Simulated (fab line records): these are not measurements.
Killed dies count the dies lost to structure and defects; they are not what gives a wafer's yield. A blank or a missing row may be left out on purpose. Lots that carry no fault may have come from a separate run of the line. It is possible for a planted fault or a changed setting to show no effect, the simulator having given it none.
fab line records    flow nandHarc
[record] lots = 24  wafers = 72  lastDay = 24
route steps=1159 shown P_M2@334 A_CHANNEL_HOLE_D1@470 A_CHANNEL_FILL_D1@492 A_STAIRCASE@553
lots with no fault: from the same line, run without faults
startH: hours from the record's opening day to when the first of the lot's shown wafers began    waitH: how many hours have passed since the lot's step before this one    " repeats the value in the row above    L1.1+2: one row covering several wafers at once    - no value, or no start given    * or withheld: withheld    < > ~ a bound
route shown NAME@n: NAME is a module with steps in the file, n the number in the route of the first one    usual: mean and standard deviation over wafers with no fault    same: alike in all rows    chamber/n: place in a boat    sites: the reading at each site    _std_site: standard deviation of those values    _edge_site: mean of outer sites minus mean of inner sites    radiusMm: for every site, how far away it sits from the centre of the wafer    mask NAME#n: copy n    behind: the tool/chamber that last shaped the wafer    hold: why the lot went on hold/how many hours it stayed there/how the hold came to an end    device: whichever transistor did not switch (one of n, p or np)    end of line: the route-end tests of the same wafers    a step without rows: its recipe alone    killed: dies that structure and defects cost at the first sort, which is not the same as the wafer's yield    map: a wafer's dies, marking killed ones x, the rest . and places with no die _
set.NAME: the setting the step ran with; set.NAME@STEP: the setting that earlier step ran with    model.NAME: the simulator's own value behind a step, which no gauge read
the route's steps for a sample of lots (tables are steps, rows are wafers)
services: when a tool's chamber went out of use (startH, in hours from the record's first day, below 0 if earlier), for how many hours, and the reason
[[steps]]
[step NHARC_P_M2_CD_MEAS_16]
[usual] cdNm = 170.4/0.82
lot.wafer  tool      chamber  startH  waitH  cdNm
L074.2     cdSem-02  -        145.16  -      170.5
L074.3     "         -        "       "      169.6
L074.4     "         -        "       "      170.8
L076.1     cdSem-02  -        145.81  -      169.5
L076.5     "         -        "       "      170.3
L076.6     "         -        "       "      170.4
L075.3     cdSem-01  -        146.35  -      171.6
L075.4     "         -        "       "      170.7
L075.6     "         -        "       "      172.1
L077.1     cdSem-01  -        146.65  -      172.1
L077.5     "         -        "       "      170.4
L077.6     "         -        "       "      171.3
L078.1     cdSem-01  -        152.32  -      170.9
L078.2     "         -        "       "      171.2
L078.4     "         -        "       "      169.7
L079.1     cdSem-03  -        156.72  -      169.3
L079.2     "         -        "       "      170.9
L079.6     "         -        "       "      169.6
L080.1     cdSem-02  -        161.74  -      170.1
L080.3     "         -        "       "      168.5
L080.6     "         -        "       "      169.0
L081.1     cdSem-02  -        163.06  -      170.1
L081.2     "         -        "       "      170.3
L081.6     "         -        "       "      170.7
L082.2     cdSem-01  -        181.61  -      170.6
L082.3     "         -        "       "      171.7
L082.6     "         -        "       "      170.8
L084.1     cdSem-02  -        187.16  -      170.5
L084.2     "         -        "       "      169.1
L084.5     "         -        "       "      170.2
L083.1     cdSem-03  -        195.11  -      171.6
L083.3     "         -        "       "      169.8
L083.6     "         -        "       "      170.4
L085.1     cdSem-02  -        202.54  -      171.3
L085.4     "         -        "       "      170.0
L085.6     "         -        "       "      170.9
L088.2     cdSem-03  -        203.05  -      169.7
L088.3     "         -        "       "      169.9
L088.6     "         -        "       "      171.0
L086.1     cdSem-03  -        203.59  -      171.0
L086.5     "         -        "       "      170.1
L086.6     "         -        "       "      171.9
L087.1     cdSem-01  -        216.39  -      170.0
L087.3     "         -        "       "      169.4
L087.4     "         -        "       "      170.3
L089.1     cdSem-02  -        221.50  -      170.9
L089.5     "         -        "       "      171.5
L089.6     "         -        "       "      170.3
L090.4     cdSem-01  -        223.38  -      169.8
L090.5     "         -        "       "      170.9
L090.6     "         -        "       "      170.5
L091.1     cdSem-01  -        233.59  -      170.2
L091.3     "         -        "       "      170.4
L091.4     "         -        "       "      170.5
L092.4     cdSem-03  -        234.20  -      170.7
L092.5     "         -        "       "      168.5
L092.6     "         -        "       "      170.1
L093.1     cdSem-01  -        241.71  -      170.9
L093.3     "         -        "       "      169.1
L093.4     "         -        "       "      171.4
L094.4     cdSem-01  -        242.12  -      170.2
L094.5     "         -        "       "      170.5
L094.6     "         -        "       "      169.3
L095.1     cdSem-01  -        259.76  -      169.9
L095.2     "         -        "       "      169.7
L095.4     "         -        "       "      169.6
L096.3     cdSem-01  -        260.18  -      171.1
L096.4     "         -        "       "      169.1
L096.6     "         -        "       "      169.8
L097.1     cdSem-01  -        267.17  -      170.4
L097.2     "         -        "       "      168.9
L097.4     "         -        "       "      169.9
[step NHARC_A_CHANNEL_HOLE_D1_CD_MEAS_18]
[usual] cdNm = 98.1/2.6
lot.wafer  tool      chamber  startH  waitH  cdNm
L076.1     cdSem-03  -        193.78  -      96.3
L076.5     "         -        "       "      97.3
L076.6     "         -        "       "      95.4
L074.2     cdSem-02  -        195.48  -      99.6
L074.3     "         -        "       "      101.4
L074.4     "         -        "       "      100.2
L075.3     cdSem-01  -        195.71  -      102.1
L075.4     "         -        "       "      102.4
L075.6     "         -        "       "      101.3
L077.1     cdSem-03  -        195.92  -      95.9
L077.5     "         -        "       "      98.3
L077.6     "         -        "       "      95.5
L078.1     cdSem-02  -        201.55  -      105.2
L078.2     "         -        "       "      98.6
L078.4     "         -        "       "      102.1
L079.1     cdSem-02  -        203.86  -      98.9
L079.2     "         -        "       "      94.0
L079.6     "         -        "       "      98.3
L081.1     cdSem-03  -        209.42  -      98.2
L081.2     "         -        "       "      100.6
L081.6     "         -        "       "      98.1
L080.1     cdSem-02  -        210.26  -      101.1
L080.3     "         -        "       "      97.6
L080.6     "         -        "       "      98.3
L082.2     cdSem-01  -        240.46  -      102.9
L082.3     "         -        "       "      97.5
L082.6     "         -        "       "      102.3
L084.1     cdSem-02  -        241.07  -      96.4
L084.2     "         -        "       "      96.0
L084.5     "         -        "       "      93.5
L083.1     cdSem-03  -        244.13  -      98.5
L083.3     "         -        "       "      97.7
L083.6     "         -        "       "      100.3
L086.1     cdSem-02  -        250.09  -      102.6
L086.5     "         -        "       "      103.4
L086.6     "         -        "       "      103.4
L088.2     cdSem-01  -        250.21  -      96.5
L088.3     "         -        "       "      96.0
L088.6     "         -        "       "      95.7
L085.1     cdSem-02  -        251.36  -      97.6
L085.4     "         -        "       "      98.1
L085.6     "         -        "       "      99.4
L087.1     cdSem-02  -        267.61  -      100.5
L087.3     "         -        "       "      102.4
L087.4     "         -        "       "      96.8
L089.1     cdSem-02  -        267.90  -      98.4
L089.5     "         -        "       "      97.5
L089.6     "         -        "       "      97.8
L090.4     cdSem-01  -        277.74  -      91.8
L090.5     "         -        "       "      96.8
L090.6     "         -        "       "      101.1
L091.1     cdSem-02  -        286.98  -      104.4
L091.3     "         -        "       "      102.6
L091.4     "         -        "       "      98.3
L092.4     cdSem-01  -        287.85  -      99.2
L092.5     "         -        "       "      99.4
L092.6     "         -        "       "      97.0
L093.1     cdSem-01  -        293.92  -      95.4
L093.3     "         -        "       "      96.1
L093.4     "         -        "       "      90.1
L094.4     cdSem-02  -        294.38  -      95.2
L094.5     "         -        "       "      95.7
L094.6     "         -        "       "      93.0
L095.1     cdSem-02  -        308.46  -      97.5
L095.2     "         -        "       "      99.7
L095.4     "         -        "       "      98.7
L096.3     cdSem-01  -        308.71  -      98.3
L096.4     "         -        "       "      98.5
L096.6     "         -        "       "      100.4
L097.1     cdSem-02  -        313.99  -      93.6
L097.2     "         -        "       "      98.6
L097.4     "         -        "       "      96.2
[step NHARC_A_CHANNEL_FILL_D1_ALD_02]
[recipe] targetThkA = 60  pulseTimeS = 10  aldCycles = 60  tempC = 300  material = SiO2
[usual] heaterPowerW = 475/42  precursorPulseHeightRel = 0.998/0.02  susceptorTempC = 299.99/0.2
[same] aldCycles = 60
lot.wafer  tool      chamber  startH  waitH  heaterPowerW  precursorPulseHeightRel  susceptorTempC
L076.1     aldHk-01  3        199.87  -      426           0.989                    299.76
L076.5     "         2        "       "      486           0.962                    299.94
L076.6     "         3        "       "      438           1.008                    300.01
L074.3     aldHk-02  2        201.49  -      525           0.979                    -
L074.2     "         3        "       "      431           1.014                    -
L074.4     "         1        "       "      493           1.010                    -
L075.4     aldHk-01  1        203.90  -      511           0.995                    299.91
L075.3     "         3        "       "      437           1.012                    299.87
L075.6     "         2        "       "      488           1.012                    300.25
L077.1     aldHk-02  0        208.97  -      486           1.030                    299.80
L077.6     "         3        "       "      442           0.969                    299.85
L077.5     "         0        "       "      485           1.010                    299.81
L078.4     aldHk-02  0        209.34  -      488           0.999                    300.48
L078.1     "         2        "       "      518           0.969                    299.88
L078.2     "         3        "       "      441           0.976                    300.01
L079.2     aldHk-02  2        210.35  -      525           1.020                    299.83
L079.1     "         3        "       "      433           1.026                    299.90
L079.6     "         1        "       "      488           1.018                    300.03
L081.1     aldHk-01  1        215.38  -      517           0.972                    299.60
L081.2     "         2        "       "      501           0.925                    300.04
L081.6     "         2        "       "      489           0.963                    299.88
L080.1     aldHk-02  1        216.48  -      510           0.975                    -
L080.3     "         2        "       "      525           0.976                    -
L080.6     "         1        "       "      507           0.990                    -
L082.3     aldHk-01  0        248.27  1.7    396           0.989                    300.17
L082.2     "         1        "       "      473           0.971                    300.13
L082.6     "         1        "       "      473           1.023                    299.95
L084.1     aldHk-02  1        248.43  -      501           0.986                    299.94
L084.2     "         3        "       "      439           0.970                    300.00
L084.5     "         1        "       "      493           0.991                    299.91
L083.1     aldHk-01  3        251.33  0.2    450           0.992                    299.98
L083.3     "         1        "       "      468           0.987                    299.80
L083.6     "         2        "       "      512           0.981                    300.30
L086.1     aldHk-01  2        256.19  0.2    512           1.015                    300.09
L086.6     "         1        "       "      465           1.024                    299.82
L086.5     "         2        "       "      523           0.983                    299.83
L088.2     aldHk-02  1        256.59  0.1    504           0.990                    300.01
L088.3     "         2        "       "      518           0.994                    299.92
L088.6     "         2        "       "      535           1.027                    299.89
L085.4     aldHk-02  3        260.35  0.2    445           1.007                    300.07
L085.1     "         1        "       "      492           0.950                    300.08
L085.6     "         2        "       "      542           1.017                    299.79
L087.1     aldHk-02  3        273.64  -      430           0.959                    300.02
L087.4     "         0        "       "      490           0.989                    299.79
L087.3     "         1        "       "      499           1.009                    300.01
L089.1     aldHk-01  1        274.01  -      473           1.007                    300.13
L089.6     "         0        "       "      394           0.984                    300.05
L089.5     "         1        "       "      467           1.017                    300.07
L090.4     aldHk-03  0        284.38  -      488           1.015                    299.85
L090.5     "         1        "       "      507           0.959                    299.79
L090.6     "         2        "       "      456           1.040                    300.05
L091.4     aldHk-01  3        293.30  -      442           1.004                    299.92
L091.1     "         0        "       "      389           0.995                    300.45
L091.3     "         2        "       "      510           1.007                    300.15
L092.4     aldHk-01  0        294.83  -      399           1.001                    300.08
L092.6     "         2        "       "      519           0.961                    299.98
L092.5     "         3        "       "      426           0.991                    300.00
L093.3     aldHk-02  0        299.91  -      485           0.993                    300.12
L093.4     "         1        "       "      474           1.022                    299.95
L093.1     "         2        "       "      548           0.991                    299.44
L094.4     aldHk-02  3        300.42  -      417           1.020                    300.04
L094.5     "         2        "       "      538           0.988                    299.89
L094.6     "         3        "       "      426           1.008                    299.95
L095.4     aldHk-01  2        314.53  -      502           0.996                    299.94
L095.2     "         3        "       "      459           1.008                    300.13
L095.1     "         0        "       "      388           0.996                    299.99
L096.3     aldHk-01  2        318.69  -      514           1.016                    299.75
L096.4     "         0        "       "      397           1.011                    299.90
L096.6     "         1        "       "      479           0.978                    299.76
L097.2     aldHk-02  2        322.77  -      553           0.999                    299.92
L097.4     "         0        "       "      476           0.979                    299.85
L097.1     "         1        "       "      475           0.979                    300.12
[step NHARC_A_CHANNEL_FILL_D1_STRIP_28]
[recipe] timeS = 20  o2FlowSccm = 500  arFlowSccm = 0  biasW = 0  chemistry = O2
[usual] drypumpMotorCurrentA = 5.6/0.43  oesProductAu = 0.997/0.0095  rfVppV = 57.8/0.8  showerheadPlenumPTorr = 3.52/0.17  throttleValvePct = 17.035/0.0088
[same] biasW = 0
lot.wafer  tool        chamber  startH  waitH  drypumpMotorCurrentA  oesProductAu  rfHoursCounterH  rfVppV  showerheadPlenumPTorr  throttleValvePct
L074.4     rieDiel-10  2        226.14  0.1    5.8                   0.990         1                56.7    3.73                   17.030
L074.2     "           3        "       "      6.4                   0.986         1                58.0    3.56                   17.029
L074.3     "           0        "       "      4.9                   0.989         1                56.8    3.38                   17.033
L075.3     rieDiel-11  2        226.17  0.1    5.6                   0.997         1                56.2    3.35                   17.026
L075.4     "           3        "       "      6.1                   0.993         1                58.6    3.76                   17.040
L075.6     "           3        "       "      6.1                   0.990         -                58.9    3.76                   17.036
L076.1     rieDiel-13  1        226.43  0.3    5.5                   0.974         23               57.6    3.39                   17.037
L076.5     "           3        "       "      6.0                   0.997         -                58.6    3.62                   17.028
L076.6     "           0        "       "      5.2                   0.994         -                58.0    3.36                   17.033
L079.2     rieDiel-10  2        233.10  0.1    5.8                   0.993         1                59.6    3.73                   17.026
L079.1     "           0        "       "      4.9                   0.987         1                57.5    3.38                   17.029
L079.6     "           2        "       "      5.8                   0.988         -                58.1    3.73                   17.048
L078.4     rieDiel-11  3        233.13  0.1    6.1                   0.996         1                57.0    3.76                   17.031
L078.2     "           0        "       "      5.6                   1.009         1                57.9    3.31                   17.037
L078.1     "           2        "       "      5.6                   1.002         1                58.0    3.35                   17.034
L077.1     rieDiel-13  2        233.31  0.2    6.0                   1.003         24               56.4    3.41                   17.044
L077.5     "           2        "       "      6.0                   1.010         -                58.2    3.41                   17.019
L077.6     "           3        "       "      6.0                   0.999         -                58.9    3.62                   17.019
L080.3     rieDiel-11  0        239.56  0.1    5.6                   0.993         2                57.3    3.31                   17.036
L080.1     "           1        "       "      5.5                   1.006         2                58.1    3.56                   17.053
L080.6     "           0        "       "      5.6                   0.996         -                57.4    3.31                   17.025
L081.1     rieDiel-10  3        239.57  0.1    6.4                   0.995         1                58.6    3.56                   17.036
L081.2     "           0        "       "      4.9                   0.984         1                57.0    3.38                   17.029
L081.6     "           0        "       "      4.9                   0.986         -                58.9    3.38                   17.039
L082.3     rieDiel-10  2        272.33  0.1    5.8                   0.977         2                58.5    3.73                   17.020
L082.2     "           3        "       "      6.5                   0.985         2                59.2    3.56                   17.037
L082.6     "           2        "       "      5.8                   0.973         -                57.9    3.73                   17.025
L084.1     rieDiel-11  1        272.36  0.1    5.5                   1.001         3                58.2    3.56                   17.029
L084.2     "           3        "       "      6.1                   0.988         3                58.5    3.76                   17.015
L084.5     "           0        "       "      5.6                   1.000         -                57.3    3.31                   17.036
L083.1     rieDiel-13  1        275.69  0.1    5.4                   0.981         33               58.1    3.39                   17.032
L083.3     "           0        "       "      5.2                   1.003         33               56.6    3.36                   17.025
L083.6     "           2        "       "      6.0                   1.007         -                57.5    3.40                   17.021
L088.2     rieDiel-11  0        280.28  0.1    5.6                   0.994         3                57.0    3.31                   17.035
L088.3     "           2        "       "      5.6                   0.991         3                57.2    3.35                   17.029
L088.6     "           0        "       "      5.6                   0.998         -                56.7    3.31                   17.031
L086.1     rieDiel-10  3        280.29  0.1    6.5                   1.003         2                57.9    3.56                   17.032
L086.6     "           3        "       "      6.4                   0.998         -                57.8    3.56                   17.041
L086.5     "           1        "       "      5.0                   0.995         -                59.1    3.76                   17.038
L085.4     rieDiel-11  2        284.37  0.1    5.6                   0.989         3                57.3    3.35                   17.048
L085.1     "           0        "       "      5.6                   0.991         3                58.7    3.31                   17.038
L085.6     "           3        "       "      6.1                   0.991         -                58.2    3.76                   17.043
L087.3     rieDiel-10  1        299.97  0.1    5.0                   0.995         3                57.9    3.76                   17.044
L087.4     "           2        "       "      5.8                   0.974         3                57.2    3.73                   17.037
L087.1     "           3        "       "      6.5                   0.989         3                59.1    3.56                   17.032
L089.1     rieDiel-13  3        300.03  0.1    6.0                   1.002         2                58.6    3.62                   17.035
L089.5     "           1        "       "      5.5                   0.991         -                57.6    3.39                   17.050
L089.6     "           2        "       "      6.0                   1.009         -                58.5    3.40                   17.042
L090.4     rieDiel-11  2        309.51  0.1    5.6                   0.997         4                58.1    3.35                   17.033
L090.6     "           0        "       "      5.6                   1.009         -                56.5    3.31                   17.044
L090.5     "           1        "       "      5.5                   1.014         -                58.0    3.56                   17.032
L092.4     rieDiel-13  1        317.59  0.1    5.5                   1.005         4                58.3    3.38                   17.037
L092.6     "           0        "       "      5.2                   0.992         -                58.0    3.36                   17.036
L092.5     "           1        "       "      5.4                   0.998         -                57.1    3.38                   17.037
L091.3     rieDiel-11  1        317.60  0.1    5.5                   1.011         4                57.8    3.55                   17.048
L091.1     "           2        "       "      5.6                   0.995         4                57.1    3.35                   17.048
L091.4     "           0        "       "      5.6                   1.008         4                57.2    3.30                   17.038
L094.4     rieDiel-10  2        325.03  0.1    5.8                   0.981         3                58.5    3.73                   17.035
L094.5     "           1        "       "      5.0                   1.004         -                58.1    3.76                   17.020
L094.6     "           2        "       "      5.8                   0.976         -                56.9    3.73                   17.037
L093.4     rieDiel-13  1        325.04  0.1    5.5                   0.999         6                55.8    3.38                   17.009
L093.1     "           2        "       "      6.0                   0.999         6                57.8    3.40                   17.033
L093.3     "           3        "       "      6.0                   1.014         6                57.8    3.61                   17.022
L095.4     rieDiel-10  1        339.57  0.1    5.0                   1.000         4                58.5    3.76                   17.037
L095.1     "           2        "       "      5.8                   0.995         4                57.3    3.73                   17.042
L095.2     "           3        "       "      6.4                   0.998         4                58.3    3.56                   17.047
L096.4     rieDiel-13  0        343.26  0.1    5.2                   0.994         11               57.9    3.35                   17.029
L096.3     "           2        "       "      6.0                   1.009         10               57.0    3.40                   17.048
L096.6     "           0        "       "      5.2                   0.988         -                56.4    3.35                   17.046
L097.4     rieDiel-11  3        349.76  0.1    6.1                   1.001         6                58.3    3.76                   17.038
L097.2     "           0        "       "      5.6                   1.015         6                57.2    3.30                   17.035
L097.1     "           2        "       "      5.6                   0.997         6                57.4    3.35                   17.032
[step NHARC_A_CHANNEL_FILL_D1_CMP_10]
[recipe] targetThkNm = 150
[usual] edgeZonePressureFrac = 1.000/0.005  motorCurrentA = 12.3/1.2  padLifeWafers = 296/130  timeToEndpointS = 16/3.1
lot.wafer  tool    chamber  startH  waitH  edgeZonePressureFrac  motorCurrentA  padLifeWafers  timeToEndpointS
L074.3     cmp-01  1        249.34  0.4    1.007                 11.6           396            19
L074.2     "       2        "       "      1.000                 12.0           397            14
L074.4     "       0        "       "      1.001                 13.8           399            16
L076.1     cmp-03  1        249.34  0.4    1.003                 13.6           486            13
L076.6     "       1        "       "      1.009                 13.3           -              11
L076.5     "       2        "       "      0.996                 12.5           -              20
L075.4     cmp-03  2        251.85  0.4    0.992                 13.1           511            20
L075.3     "       3        "       "      1.004                 10.8           512            14
L075.6     "       2        "       "      1.002                 12.5           -              17
L079.1     cmp-02  3        255.89  0.4    0.994                 13.5           151            12
L079.2     "       0        "       "      0.993                 11.6           152            18
L079.6     "       2        "       "      0.999                 9.3            -              14
L078.4     cmp-01  1        256.02  0.5    0.996                 11.5           445            16
L078.2     "       2        "       "      1.000                 12.0           446            14
L078.1     "       3        "       "      0.997                 12.9           447            17
L077.1     cmp-02  3        256.09  0.6    1.000                 13.9           159            12
L077.5     "       0        "       "      1.007                 11.6           -              20
L077.6     "       1        "       "      1.005                 13.2           -              12
L080.3     cmp-01  3        262.77  0.4    1.001                 12.6           492            20
L080.1     "       2        "       "      0.993                 12.5           495            15
L080.6     "       3        "       "      0.999                 12.8           -              18
L081.2     cmp-02  1        262.86  0.5    1.000                 12.6           205            16
L081.1     "       2        "       "      0.999                 9.9            206            16
L081.6     "       0        "       "      1.009                 11.5           -              18
L082.2     cmp-03  3        295.62  0.4    0.996                 11.0           198            13
L082.3     "       2        "       "      1.006                 11.9           201            14
L082.6     "       3        "       "      0.993                 11.8           -              12
L084.2     cmp-01  3        295.67  0.4    1.007                 13.7           74             18
L084.1     "       0        "       "      0.989                 14.3           75             18
L084.5     "       2        "       "      1.003                 12.0           -              13
L083.1     cmp-03  3        299.59  0.4    0.996                 11.6           224            15
L083.3     "       0        "       "      0.997                 12.0           225            9
L083.6     "       2        "       "      0.998                 13.3           -              16
L086.1     cmp-03  0        303.57  0.4    0.993                 11.7           246            13
L086.6     "       0        "       "      1.002                 11.5           -              10
L086.5     "       1        "       "      1.010                 13.2           -              13
L088.3     cmp-02  0        303.59  0.4    1.005                 11.1           414            22
L088.2     "       3        "       "      1.001                 14.0           417            16
L088.6     "       1        "       "      0.997                 13.3           -              15
L085.4     cmp-02  0        307.19  0.4    0.994                 11.0           434            18
L085.1     "       1        "       "      1.010                 12.6           435            14
L085.6     "       3        "       "      1.004                 13.7           -              13
L087.3     cmp-01  2        323.10  0.4    1.000                 12.0           180            11
L087.4     "       3        "       "      1.003                 12.5           181            18
L087.1     "       1        "       "      1.003                 10.9           183            18
L089.1     cmp-03  0        323.18  0.4    1.008                 11.5           327            12
L089.6     "       1        "       "      1.003                 12.3           -              13
L089.5     "       2        "       "      1.002                 12.0           -              18
L090.4     cmp-01  3        333.47  0.4    0.997                 12.4           252            17
L090.5     "       3        "       "      1.002                 12.8           -              16
L090.6     "       0        "       "      1.007                 14.2           -              17
L092.4     cmp-02  2        345.80  0.4    1.003                 10.0           115            17
L092.5     "       1        "       "      1.005                 12.6           -              12
L092.6     "       2        "       "      0.999                 9.6            -              13
L091.1     cmp-01  3        345.81  0.4    0.995                 13.2           349            20
L091.4     "       0        "       "      1.003                 14.2           350            19
L091.3     "       1        "       "      1.002                 12.0           351            18
L094.4     cmp-02  2        349.18  0.4    0.997                 9.8            132            14
L094.6     "       2        "       "      0.997                 10.1           -              16
L094.5     "       3        "       "      0.999                 13.3           -              14
L093.3     cmp-01  1        349.18  0.4    0.997                 11.5           372            23
L093.1     "       2        "       "      0.998                 12.3           373            16
L093.4     "       3        "       "      0.996                 13.1           374            21
L095.1     cmp-02  0        363.75  0.4    0.996                 12.0           211            18
L095.2     "       1        "       "      1.004                 13.1           212            13
L095.4     "       2        "       "      1.005                 9.8            213            17
L096.4     cmp-02  1        367.60  0.4    0.994                 13.3           223            16
L096.3     "       2        "       "      0.992                 9.3            224            17
L096.6     "       0        "       "      1.000                 11.9           -              18
L097.4     cmp-01  2        373.06  0.4    0.990                 11.8           486            17
L097.2     "       3        "       "      0.994                 12.9           487            19
L097.1     "       0        "       "      0.998                 13.9           488            20
[step NHARC_A_STAIRCASE_ETCH_17]
[recipe] targetDepthA = 1000  timeS = 40.5  ionEnergyEv = 400  c4f8FlowSccm = 20  o2FlowSccm = 10  arFlowSccm = withheld  rfW = 600  biasW = 1000  chemistry = C4F8/O2
[usual] biasW = 1000.6/2.9  oesProductAu = 0.944/0.013  rfVppV = 894/4.8
lot.wafer  tool        chamber  startH  waitH  biasW   oesProductAu  rfHoursCounterH  rfVppV
L076.1     rieDiel-08  2        -       -      998.9   0.925         31               891
L076.6     "           3        "       "      993.2   0.952         -                888
L076.5     "           0        "       "      999.5   0.954         -                889
L074.3     rieDiel-07  2        -       -      1003.5  0.941         2                898
L074.2     "           3        "       "      1001.9  0.929         2                894
L074.4     "           0        "       "      999.0   0.959         2                906
L075.3     rieDiel-08  0        -       -      1002.0  0.953         46               888
L075.4     "           2        "       "      1001.0  0.942         -                891
L075.6     "           0        "       "      1002.4  0.955         -                889
L079.1     rieDiel-01  2        -       -      999.3   0.935         42               900
L079.2     "           3        "       "      994.8   0.924         41               894
L079.6     "           3        "       "      999.0   0.913         -                893
L077.1     rieDiel-07  0        -       -      999.2   0.961         5                904
L077.6     "           1        "       "      1001.5  0.962         -                894
L077.5     "           2        "       "      1005.3  0.937         -                897
L078.1     rieDiel-07  3        -       -      998.1   0.940         4                896
L078.2     "           0        "       "      1000.6  0.948         5                904
L078.4     "           2        "       "      1000.5  0.943         4                896
L080.3     rieDiel-01  1        -       -      1004.8  0.943         50               889
L080.1     "           2        "       "      1001.4  0.941         46               898
L080.6     "           3        "       "      1003.7  0.928         -                894
L081.2     rieDiel-07  1        -       -      1002.7  0.957         8                895
L081.1     "           2        "       "      999.4   0.953         7                896
L081.6     "           2        "       "      1005.2  0.948         -                897
L082.3     rieDiel-01  0        -       -      998.4   0.943         60               888
L082.2     "           1        "       "      999.7   0.950         63               889
L082.6     "           3        "       "      1006.6  0.923         -                894
L084.2     rieDiel-08  0        -       -      1000.1  0.979         62               887
L084.1     "           3        "       "      1002.3  0.959         62               889
L084.5     "           1        "       "      1004.4  0.953         -                894
L083.3     rieDiel-07  3        -       -      1008.7  0.932         19               896
L083.1     "           0        "       "      1002.4  0.956         18               904
L083.6     "           0        "       "      998.7   0.944         -                904
L086.1     rieDiel-01  2        -       -      1004.0  0.933         61               899
L086.5     "           0        "       "      1002.3  0.953         -                888
L086.6     "           1        "       "      1004.3  0.936         -                889
L088.2     rieDiel-01  3        -       -      998.7   0.938         58               896
L088.3     "           0        "       "      998.3   0.947         63               889
L088.6     "           1        "       "      1001.0  0.921         -                889
L085.1     rieDiel-01  0        -       -      998.2   0.960         65               888
L085.4     "           2        "       "      1000.0  0.934         63               899
L085.6     "           3        "       "      996.8   0.929         -                894
L087.3     rieDiel-07  2        -       -      994.3   0.945         31               897
L087.1     "           3        "       "      997.5   0.944         31               894
L087.4     "           3        "       "      999.9   0.942         -                897
L089.1     rieDiel-01  3        -       -      1003.4  0.936         1                895
L089.5     "           3        "       "      1000.8  0.928         -                894
L089.6     "           0        "       "      997.8   0.955         -                888
L090.4     rieDiel-08  1        -       -      1003.6  0.922         12               893
L090.6     "           2        "       "      1002.8  0.942         -                892
L090.5     "           3        "       "      997.7   0.941         -                888
L091.3     rieDiel-07  2        -       -      997.2   0.958         40               898
L091.1     "           3        "       "      995.8   0.923         39               894
L091.4     "           0        "       "      999.8   0.949         34               906
L092.4     rieDiel-01  0        -       -      1002.9  0.953         11               887
L092.6     "           2        "       "      1004.2  0.955         -                899
L092.5     "           3        "       "      1004.4  0.948         -                894
L094.4     rieDiel-07  0        -       -      1002.0  0.963         35               904
L094.6     "           1        "       "      998.3   0.935         -                895
L094.5     "           2        "       "      996.6   0.936         -                895
L093.1     rieDiel-01  2        -       -      1001.3  0.937         10               900
L093.3     "           3        "       "      994.1   0.936         12               893
L093.4     "           1        "       "      998.1   0.940         10               890
L095.2     rieDiel-08  1        -       -      1004.2  0.916         15               894
L095.4     "           3        "       "      1005.8  0.966         26               888
L095.1     "           0        "       "      997.0   0.936         25               887
L096.4     rieDiel-08  1        -       -      999.5   0.926         19               894
L096.3     "           2        "       "      1001.3  0.934         26               889
L096.6     "           0        "       "      1001.7  0.936         -                886
L097.2     rieDiel-07  3        -       -      1000.2  0.961         52               896
L097.4     "           0        "       "      996.1   0.977         46               902
L097.1     "           1        "       "      1005.5  0.967         49               894
[[services]]
tool        chamber  startH  hours  kind
rieDiel-10  -        176.50  9.0    pm
rieDiel-07  3        178.24  7.3    repair
cmp-01      -        179.50  4.0    pm
rieDiel-11  -        189.50  9.0    pm
rieDiel-10  0        207.78  2.1    repair
aldHk-02    -        224.10  0.2    repair
cmp-02      -        226.56  4.0    pm
aldHk-01    -        228.15  10.0   pm
rieDiel-07  -        228.51  9.0    pm
rieDiel-10  0        248.10  6.1    repair
rieDiel-10  2        252.95  12.7   repair
cmp-01      -        258.67  1.3    repair
cmp-02      -        261.23  0.5    repair
cmp-02      -        270.04  0.8    repair
cmp-01      -        277.50  4.0    pm
rieDiel-10  2        279.70  4.8    repair
aldHk-02    -        282.08  10.0   pm
cmp-01      -        302.02  1.2    repair
rieDiel-10  0        306.87  1.8    repair
rieDiel-01  -        314.93  9.0    pm
cmp-02      -        324.56  4.0    pm
cmp-01      -        365.20  0.9    repair
rieDiel-11  -        366.63  9.0    pm
cmp-01      -        375.50  4.0    pm
[[key]]
fault none
